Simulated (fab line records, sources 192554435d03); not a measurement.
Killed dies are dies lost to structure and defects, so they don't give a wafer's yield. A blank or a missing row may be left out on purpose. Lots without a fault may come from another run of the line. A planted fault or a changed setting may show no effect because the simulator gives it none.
Split-lot experiment | flow n5_finfet | 7 lots, 21 wafers read, on a route of 1938 steps

THE SPLIT
At N5_MOL_CONTACT_COAG_CVD_140 (deposits W, target thk 66.5 nm, time 215 s), the setting target_thk_a was moved away from the recipe's 665 angstrom on 8 of the 21 wafers read, by -13.3% to +6.5%. The other wafers ran this setting at the recipe's value.

The reading is taken at the split's own step.

THE READING
W_of_MOL_CONTACT_COAG_CVD_140.thk_nm (the simulator's own value, which no gauge read), in nm, at N5_MOL_CONTACT_COAG_CVD_140 (deposits W, target thk 66.5 nm, time 215 s). The file gives no usual value for it. The 13 wafers here that ran the recipe average 66.1 nm, standard deviation 0.51 nm.

wafer  | tool, chamber at the split | target_thk_a as run, angstrom | against the recipe | W_of_MOL_CONTACT_COAG_CVD_140.thk_nm, nm | against lot-mates on the recipe
L075.2 | cvd_w-02, 0                | 596                           | -10.4%             | 58.4                                     | -7.2
L075.5 | cvd_w-02, 1                | 596                           | -10.4%             | 58.8                                     | -6.8
L075.6 | cvd_w-02, 0                | 665                           | recipe             | 65.6                                     | -
L080.1 | cvd_w-01, 0,1,1            | 665                           | recipe             | 66.4                                     | -
L080.2 | cvd_w-01, 0,1,1            | 665                           | recipe             | 66.4                                     | -
L080.3 | cvd_w-01, 0,1,1            | 665                           | recipe             | 66.4                                     | -
L083.1 | cvd_w-02, 1                | 576.3                         | -13.3%             | 57.2                                     | no lot-mate on the recipe
L083.4 | cvd_w-02, 1                | 576.3                         | -13.3%             | 57.4                                     | no lot-mate on the recipe
L083.6 | cvd_w-02, 0                | 576.3                         | -13.3%             | 57                                       | no lot-mate on the recipe
L086.2 | cvd_w-02, 1                | 665                           | recipe             | 66.2                                     | -
L086.3 | cvd_w-02, 0                | 627.5                         | -5.6%              | 61.4                                     | -5.1
L086.4 | cvd_w-02, 1                | 665                           | recipe             | 66.8                                     | -
L087.2 | cvd_w-02, 1                | 707.9                         | +6.5%              | 70.8                                     | +4.4
L087.3 | cvd_w-02, 0                | 665                           | recipe             | 66.4                                     | -
L087.4 | cvd_w-02, 1                | 707.9                         | +6.5%              | 70.6                                     | +4.2
L088.1 | cvd_w-02, 1                | 665                           | recipe             | 65.2                                     | -
L088.4 | cvd_w-02, 1                | 665                           | recipe             | 66                                       | -
L088.5 | cvd_w-02, 1                | 665                           | recipe             | 65.4                                     | -
L096.2 | cvd_w-01, 1                | 665                           | recipe             | 66                                       | -
L096.4 | cvd_w-01, 0                | 665                           | recipe             | 66.8                                     | -
L096.6 | cvd_w-01, 0                | 665                           | recipe             | 65.4                                     | -
Where a row lists several chambers, the file gives one row for several wafers and doesn't say which wafer went through which chamber.

THE FIT
A straight line over all 21 wafers: W_of_MOL_CONTACT_COAG_CVD_140.thk_nm changes by +0.69 nm for each +1% of target_thk_a; r = +0.99; the points scatter about the line by 0.5 nm.
The same after taking each lot's own level away (the mean of its wafers on the recipe; 18 wafers): +0.692 nm for each +1%; r = +0.99; scatter 0.44 nm.
On that fit, the largest move of target_thk_a shifts the reading by 9.2 nm.
The lots' own levels span 65.53 to 66.50 nm, that is 1.9 times the standard deviation above.
So the lot-to-lot level changes the slope little: the two slopes agree.
Check: with one of the wafers moved furthest among these (-10.4%) left out of the fit, the line predicts -7.27 nm for it against its lot-mates. It came out at -7.2 nm against them.

OTHER SPLITS ON THESE WAFERS
These wafers also went through other splits before the reading. Each is held against what the fit with the lots' levels taken away leaves over:
other split on the same wafers       | wafers away from the commonest value | r with W_of_MOL_CONTACT_COAG_CVD_140.thk_nm (lot level and that fit taken away)
N5_HKMG_FIN_ETCH_58 source_w         | 8                                    | +0.47
N5_MOL_CONTACT_COAG_ETCH_15 source_w | 3                                    | +0.20

THE FILE'S OWN FIT
W_of_MOL_CONTACT_COAG_CVD_140.thk_nm changes by +0.713 nm for each +1% of target_thk_a, r = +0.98.
